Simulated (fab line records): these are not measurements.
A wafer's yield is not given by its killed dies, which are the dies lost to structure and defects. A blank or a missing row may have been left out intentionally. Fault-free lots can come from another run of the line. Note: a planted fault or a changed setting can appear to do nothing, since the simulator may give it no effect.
fab line records	flow n5Finfet
record lots=11	wafers=33	lastDay=19
route steps=1938 shown BEOL_M13@1703 PASSIVATION@1936
lots with no fault: from the same line, run without faults
startH: start of the lot's first displayed wafer, in hours after the record's first day	waitH: time in hours since the lot's previous step	" unchanged from the row above	L1.1+2: a single row standing in for several wafers	- no value, or no start was given	* or withheld: withheld	< > ~ a bound
route shown NAME@n: NAME is a module with steps in the file, n the number in the route of the first one	usual: mean/standard deviation of fault-free wafers	same: alike in all rows	chamber/n: place in a boat	sites: each site's reading	_std_site: standard deviation across them	_edge_site: outer sites' mean less inner sites'	radiusMm: for every site, how far away it sits from the centre of the wafer	mask NAME#n: copy n	behind: tool/chamber where the wafer was last shaped	hold: why the lot was held/for how many hours/how that ended	device: the n, p or np transistor that did not switch	end of line: at the end of the route, the tests of the same wafers	a step without rows: its recipe alone	killed: the dies lost at the first sort to structure and to defects; this is not the yield of the wafer	map: the dies of a wafer, with x for killed, . for not killed, _ for no die there
set.NAME: the run value of the setting; set.NAME@STEP: its run value at that earlier step	model.NAME: the simulator's own value behind a step, which no gauge read
route steps across a sampled set of lots; one table per step, one row per wafer
services: the hour from which a tool's chamber was out of use, counted from the record's first day as startH (under 0 if before that day), plus the number of hours and why
## steps
# step N5_BEOL_M13_DEGAS_41
# recipe ambient=vacuum	tempC=250	timeS=60
# usual heaterPowerW=323/27
lot.wafer	tool	chamber	startH	waitH	heaterPowerW
L108.1	pvdSputter-02	-	265.94	0.0	294
L108.2	"	-	"	"	316
L108.6	"	-	"	"	284
L111.2	pvdSputter-02	-	315.78	0.3	323
L111.3	"	-	"	"	324
L111.6	"	-	"	"	321
L110.4	pvdSputter-03	-	319.93	0.6	369
L110.5	"	-	"	"	341
L110.6	"	-	"	"	289
L113.2	pvdSputter-03	-	343.44	0.2	375
L113.4	"	-	"	"	284
L113.5	"	-	"	"	311
L112.1	pvdSputter-03	-	343.76	0.0	374
L112.4	"	-	"	"	292
L112.6	"	-	"	"	371
L115.1	pvdSputter-02	-	360.27	0.6	280
L115.3	"	-	"	"	332
L115.4	"	-	"	"	314
L120.1	pvdSputter-03	-	381.29	0.5	288
L120.2	"	-	"	"	313
L120.5	"	-	"	"	335
L109.3	pvdSputter-02	-	386.50	0.2	295
L109.4	"	-	"	"	320
L109.6	"	-	"	"	323
L123.2	pvdSputter-03	-	394.44	0.3	344
L123.4	"	-	"	"	377
L123.6	"	-	"	"	307
L121.2	pvdSputter-03	-	415.51	0.6	287
L121.3	"	-	"	"	308
L121.6	"	-	"	"	285
L129.2	pvdSputter-01	-	428.18	0.3	349
L129.5	"	-	"	"	322
L129.6	"	-	"	"	354
# step N5_BEOL_M13_SPUTTER_43
# recipe material=TaN	targetThkA=150	tempC=50	biasV=168.6	powerW=15000	chamberPressurePa=0.12	timeS=24.19
# usual biasV=168.7/1.6	cathodeDcPowerW=15000/2.6	chamberPressurePa=0.11999/0.00027	throttleValvePct=30.2/0.73
lot.wafer	tool	chamber	startH	waitH	biasV	cathodeDcPowerW	chamberPressurePa	throttleValvePct
L108.1	pvdSputter-02	-	266.02	0.0	168.5	14997	0.11963	29.0
L108.2	"	-	"	"	167.8	14998	0.11979	30.8
L108.6	"	-	"	"	166.7	14999	0.11975	29.4
L111.2	pvdSputter-02	-	315.86	0.0	167.0	14999	0.11996	30.7
L111.3	"	-	"	"	166.7	14994	0.12022	30.3
L111.6	"	-	"	"	163.7	14999	0.12066	30.4
L110.4	pvdSputter-03	-	320.01	0.0	166.4	15000	0.11958	29.6
L110.5	"	-	"	"	167.9	14997	0.1199	30.1
L110.6	"	-	"	"	172.8	15003	0.11994	30.8
L113.2	pvdSputter-03	-	343.52	0.0	166.6	14999	0.1201	29.4
L113.4	"	-	"	"	170.5	15000	0.11995	31.0
L113.5	"	-	"	"	165.3	15008	0.12012	29.9
L112.1	pvdSputter-03	-	343.84	0.0	169.3	14997	0.11995	29.8
L112.4	"	-	"	"	172.5	15004	0.1202	31.1
L112.6	"	-	"	"	170.1	14999	0.11995	29.6
L115.1	pvdSputter-02	-	360.35	0.0	169.9	15002	0.1199	29.2
L115.3	"	-	"	"	167.5	15000	0.12002	31.0
L115.4	"	-	"	"	168.3	15004	0.12017	30.4
L120.1	pvdSputter-03	-	381.37	0.0	168.6	14999	0.11994	31.2
L120.2	"	-	"	"	170.2	15001	0.12023	29.7
L120.5	"	-	"	"	164.9	15006	0.11949	30.1
L109.3	pvdSputter-02	-	386.58	0.0	169.5	15000	0.11994	29.0
L109.4	"	-	"	"	167.0	14997	0.11981	30.7
L109.6	"	-	"	"	170.0	15001	0.11982	30.2
L123.2	pvdSputter-03	-	394.52	0.0	170.6	14999	0.11977	30.1
L123.4	"	-	"	"	169.4	15002	0.11988	29.2
L123.6	"	-	"	"	169.7	11940	0.12011	29.6
L121.2	pvdSputter-03	-	415.59	0.0	166.9	15001	0.11976	31.1
L121.3	"	-	"	"	168.8	11946	0.1202	29.4
L121.6	"	-	"	"	166.5	14998	0.11979	31.2
L129.2	pvdSputter-01	-	428.26	0.0	170.0	14999	0.11989	29.2
L129.5	"	-	"	"	170.3	15000	0.11985	31.1
L129.6	"	-	"	"	169.4	15004	0.12093	31.2
# step N5_BEOL_M13_SPUTTER_44
# recipe material=Ta	targetThkA=100	tempC=50	biasV=80	powerW=15000	chamberPressurePa=0.07	timeS=16.13
# usual biasV=79.9/0.73	cathodeDcPowerW=15000/2.6	chamberPressurePa=0.07/0.00014	throttleValvePct=30.2/0.72
lot.wafer	tool	chamber	startH	waitH	biasV	cathodeDcPowerW	chamberPressurePa	throttleValvePct
L108.1	pvdSputter-02	-	266.10	0.0	79.7	15006	0.06995	29.1
L108.2	"	-	"	"	79.8	14997	0.06984	30.7
L108.6	"	-	"	"	79.3	15001	0.06988	29.1
L111.2	pvdSputter-02	-	315.94	0.0	80.8	14998	0.06987	30.7
L111.3	"	-	"	"	79.1	15007	0.07004	30.2
L111.6	"	-	"	"	79.4	15000	0.06987	30.4
L110.4	pvdSputter-03	-	320.09	0.0	80.0	15001	0.07024	29.5
L110.5	"	-	"	"	79.9	15001	0.06994	30.3
L110.6	"	-	"	"	79.9	15000	0.06994	31.2
L113.2	pvdSputter-03	-	343.60	0.0	78.7	15001	0.06997	29.5
L113.4	"	-	"	"	79.2	15000	0.06983	31.0
L113.5	"	-	"	"	80.2	15000	0.06998	29.9
L112.1	pvdSputter-03	-	343.92	0.0	79.6	14998	0.07008	29.3
L112.4	"	-	"	"	79.4	14999	0.07004	31.2
L112.6	"	-	"	"	78.4	14996	0.07014	29.4
L115.1	pvdSputter-02	-	360.43	0.0	80.4	14998	0.07001	29.3
L115.3	"	-	"	"	78.4	15003	0.06987	31.3
L115.4	"	-	"	"	80.5	15001	0.06994	30.4
L120.1	pvdSputter-03	-	381.45	0.0	79.8	15002	0.06991	30.8
L120.2	"	-	"	"	79.5	15000	0.07011	29.7
L120.5	"	-	"	"	79.2	14998	0.07013	29.8
L109.3	pvdSputter-02	-	386.66	0.0	78.9	15000	0.06985	29.1
L109.4	"	-	"	"	80.5	15002	0.06999	30.3
L109.6	"	-	"	"	80.1	15001	0.07	30.4
L123.2	pvdSputter-03	-	394.60	0.0	80.2	14998	0.06993	30.1
L123.4	"	-	"	"	80.2	15000	0.07021	29.7
L123.6	"	-	"	"	79.8	15000	0.07008	29.5
L121.2	pvdSputter-03	-	415.67	0.0	80.6	14997	0.06998	31.3
L121.3	"	-	"	"	80.0	14995	0.06991	29.7
L121.6	"	-	"	"	80.9	14996	0.07001	30.9
L129.2	pvdSputter-01	-	428.34	0.0	79.9	14997	0.06994	28.9
L129.5	"	-	"	"	79.9	15004	0.06963	31.0
L129.6	"	-	"	"	79.7	14999	0.06976	31.0
# step N5_BEOL_M13_CMP_49
# recipe stopOn=SiOC	tOverpolishS=17.1	downForcePsi=1	platenRpm=50	clearingPlatenDownForcePsi=1.5	clearingPlatenRpm=50	postCmpClean=cuAlkaline	targetThkNm=420	clearingPlatenPadVelocityMS=0.99484	padVelocityMS=0.99484
# usual barrierFieldEndpointS=30.3/0.85	motorCurrentA=6.0/0.42
lot.wafer	tool	chamber	startH	waitH	barrierFieldEndpointS	motorCurrentA
L108.2	cmp-02	2	266.83	0.3	30.8	6.7
L108.1	"	3	"	"	30.6	6.3
L108.6	"	0	"	"	30.0	5.8
L111.3	cmp-03	1	316.77	0.3	30.3	6.1
L111.2	"	0	"	"	30.9	5.7
L111.6	"	1	"	"	29.7	6.7
L110.4	cmp-02	3	321.36	0.2	29.8	6.8
L110.6	"	0	"	"	28.9	5.8
L110.5	"	1	"	"	29.6	5.8
L113.4	cmp-02	1	344.33	0.2	29.9	5.9
L113.2	"	2	"	"	30.6	6.8
L113.5	"	0	"	"	30.3	6.2
L112.4	cmp-04	2	344.57	0.1	30.8	5.6
L112.1	"	3	"	"	29.2	6.5
L112.6	"	2	"	"	30.4	5.5
L115.4	cmp-04	0	361.09	0.1	29.6	5.6
L115.1	"	1	"	"	30.8	6.1
L115.3	"	2	"	"	31.7	5.5
L120.2	cmp-02	2	382.39	0.3	30.4	6.6
L120.1	"	3	"	"	29.7	6.6
L120.5	"	1	"	"	29.7	6.2
L109.3	cmp-04	0	387.33	0.2	30.9	5.5
L109.4	"	2	"	"	31.3	5.5
L109.6	"	0	"	"	30.5	5.3
L123.4	cmp-03	2	395.27	0.1	29.4	6.5
L123.2	"	3	"	"	28.8	6.2
L123.6	"	3	"	"	25.6	6.5
L121.3	cmp-04	1	416.32	0.2	28.8	5.9
L121.2	"	0	"	"	30.7	5.4
L121.6	"	1	"	"	32.3	6.1
L129.2	cmp-02	2	429.26	0.2	31.2	6.6
L129.5	"	1	"	"	29.4	6.0
L129.6	"	2	"	"	30.3	6.9
# step N5_BEOL_M13_INSPECT_55
# recipe inspectInstrument=darkfield	mode=postDep
# usual rawDefectCount=68/22
lot.wafer	tool	chamber	startH	waitH	rawDefectCount
L108.1	defectInspect-02	-	267.20	0.0	163
L108.2	"	-	"	"	111
L108.6	"	-	"	"	92
L111.2	defectInspect-01	-	317.22	0.0	46
L111.3	"	-	"	"	127
L111.6	"	-	"	"	55
L110.4	defectInspect-01	-	321.70	0.0	81
L110.5	"	-	"	"	46
L110.6	"	-	"	"	75
L113.2	defectInspect-02	-	344.70	0.0	32
L113.4	"	-	"	"	43
L113.5	"	-	"	"	41
L112.1	defectInspect-01	-	345.05	0.0	31
L112.4	"	-	"	"	35
L112.6	"	-	"	"	44
L115.1	defectInspect-02	-	361.54	0.0	55
L115.3	"	-	"	"	64
L115.4	"	-	"	"	59
L120.1	defectInspect-02	-	382.80	0.0	71
L120.2	"	-	"	"	53
L120.5	"	-	"	"	98
L109.3	defectInspect-02	-	387.79	0.0	57
L109.4	"	-	"	"	80
L109.6	"	-	"	"	73
L123.2	defectInspect-02	-	395.75	0.0	43
L123.4	"	-	"	"	45
L123.6	"	-	"	"	56
L121.2	defectInspect-02	-	416.77	0.0	92
L121.3	"	-	"	"	57
L121.6	"	-	"	"	96
L129.2	defectInspect-02	-	429.67	0.0	100
L129.5	"	-	"	"	73
L129.6	"	-	"	"	92
# step N5_PASSIVATION_PROBE_49
# usual defectLimitedYield=90.9/1.4	killed_at_M0_to_M3=38/11	killed_at_M4_up=13/5.9	killedAtContacts=14/6.4	killedAtFrontEnd=38/11	killedAtOther=3.3/2.5	killedDies=107/16	killedOpen=70/12	killedShort=35/7.7	sort_bin_5_function=5.3/0.94	sort_bin_6_memory=3.5/0.7	sort_bin_8_speed=0.00/0.007	sortNPass=1073/16	sortYieldPct=90.9/1.4
# same grossDies=1180	killedAtBackSide=0	sort_bin_4_leakage[%]=0
lot.wafer	tool	chamber	startH	waitH	defectLimitedYield[%]	killed_at_M0_to_M3	killed_at_M4_up	killedAtContacts	killedAtFrontEnd	killedAtOther	killedDies	killedOpen	killedShort	sort_bin_5_function[%]	sort_bin_6_memory[%]	sort_bin_8_speed[%]	sortNPass	sortYieldPct[%]
L123.2	prober-02	-	424.46	0.1	90.6	50	12	22	24	3	111	73	32	6.1	2.8	0	1069	90.6
L123.4	prober-02	-	424.56	0.2	90.3	47	11	15	41	0	114	82	31	5.7	3.5	0	1066	90.3
L123.6	prober-02	-	424.66	0.3	91.6	37	20	14	24	4	99	67	30	4.9	3.1	0	1081	91.6
# killed by level:class
L123.2 BEOL_M3:geometricParticle:open=18 MOL_CONTACT_COAG:geometricParticle:open=15 BEOL_M0_SAQP:geometricParticle:open=8 BEOL_M0_SAQP:geometricParticle:short=8 MOL_CONTACT_COAG:geometricParticle:short=7 BEOL_M1:geometricParticle:open=7 STI_FIN_REVEAL:geometricParticle:open=4 BEOL_M1:geometricParticle:short=4
L123.4 STI_FIN_REVEAL:geometricParticle:open=17 MOL_CONTACT_COAG:geometricParticle:open=11 BEOL_M1:geometricParticle:open=10 BEOL_M2:geometricParticle:open=9 BEOL_M3:geometricParticle:open=9 GATE_CUT:geometricParticle:short=7 BEOL_M0_SAQP:geometricParticle:open=6 STI_FIN_REVEAL:geometricParticle:short=5
L123.6 MOL_CONTACT_COAG:geometricParticle:open=12 BEOL_M3:geometricParticle:open=11 FIN_SAQP:geometricParticle:short=5 STI_FIN_REVEAL:geometricParticle:open=5 BEOL_M0_SAQP:geometricParticle:short=5 BEOL_M4:geometricParticle:open=5 DUMMY_GATE:geometricParticle:open=4 BEOL_M0:geometricParticle:open=4
## services
tool	chamber	startH	hours	kind
cmp-04	-	302.98	17.9	repair
cmp-02	-	308.14	9.1	pm
cmp-04	-	320.92	5.8	pm
cmp-02	-	361.68	5.7	pm
cmp-03	-	362.10	4.8	pm
cmp-03	-	370.14	4.0	pm
cmp-03	-	374.14	-	consumableReplace:conditioner
cmp-03	-	374.14	-	consumableReplace:pad
cmp-03	-	384.58	9.7	pm
cmp-02	-	415.99	4.0	pm
cmp-02	-	419.99	-	consumableReplace:conditioner
cmp-02	-	419.99	-	consumableReplace:pad
## key
firstSign step=N5_BEOL_M13_SPUTTER_43	reading=cathodeDcPowerW	direction=down	sigmas=99+	usual=*	struck=*
effect step=N5_BEOL_M13_CMP_49	reading=barrierFieldEndpointS	direction=down	sigmas=3.7	usual=30.3	struck=27.2
metAt N5_BEOL_M13_SPUTTER_43
struckLots L121,L123
struckWafers L121.3,L123.6
notActingAt N5_BEOL_M13_DEGAS_41,N5_BEOL_M13_SPUTTER_44,N5_BEOL_M13_INSPECT_55
onsetBetween 381.37 394.52
fault kind=processParameterDrift	tool=pvdSputter-03	chamber=-	onsetH=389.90	steps=N5_BEOL_M13_SPUTTER_43	channel=powerW	offset=*	shape=step	endH=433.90	actsIn=*	stated=*	scope=struckWafersOnly
